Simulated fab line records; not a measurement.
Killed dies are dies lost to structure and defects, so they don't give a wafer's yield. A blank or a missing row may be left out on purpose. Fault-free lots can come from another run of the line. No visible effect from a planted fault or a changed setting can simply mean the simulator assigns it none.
Matching of chambers ; flow nand harc ; ald hk-02 running NHARC_A_CHANNEL_FILL_D2_ALD_16: 4 sister chambers
The step deposits SiO2, target thk 1.5 nm, pulse time 10 s, ald cycles 15. 8 wafers are shown with their chamber, then 8 later ones without.

WAFERS WITH THEIR CHAMBER
wafer;chamber;heater power w (W);precursor pulse height rel
L296.1;3;422;1.013
L297.6;2;513;0.966
L302.2;0;414;0.968
L302.4;3;407;0.986
L312.2;1;559;1.014
L312.5;2;518;1.015
L312.6;1;555;0.990
L311.1;0;413;0.974

WAFERS WHOSE CHAMBER IS MISSING
wafer;heater power w (W);precursor pulse height rel
L311.3;389;1.016
L311.4;561;1.018
L313.1;403;1.015
L313.2;558;0.986
L313.3;508;1.042
L315.2;519;0.988
L315.3;425;1.015
L315.4;535;0.969

WHICH CHAMBER EACH ONE RAN IN
wafer;from the rows above;in truth
L311.3;can't be placed: 3 or 0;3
L311.4;1;1
L313.1;can't be placed: 3 or 0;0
L313.2;1;1
L313.3;2;2
L315.2;2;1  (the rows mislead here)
L315.3;can't be placed: 3 or 0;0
L315.4;can't be placed: 2 or 1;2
Correct placement for 3 of the 8. From these rows, 4 cannot be placed; in 4 the true chamber is one of the candidates. 1 placed wrongly.
How it was worked out, from the rows above alone: a wafer's distance from a chamber is the root of the sum, over the readings, of the square of ((its reading less the chamber's mean) divided by the reading's scatter). The wafer belongs to the nearest chamber; if the next one is less than 2 further off, it can't be placed. A chamber's mean is the mean of its shown wafers. The scatter: take each reading less its chamber's mean, square it, sum over the shown wafers, divide by the number of wafers less the number of chambers, and take the root.
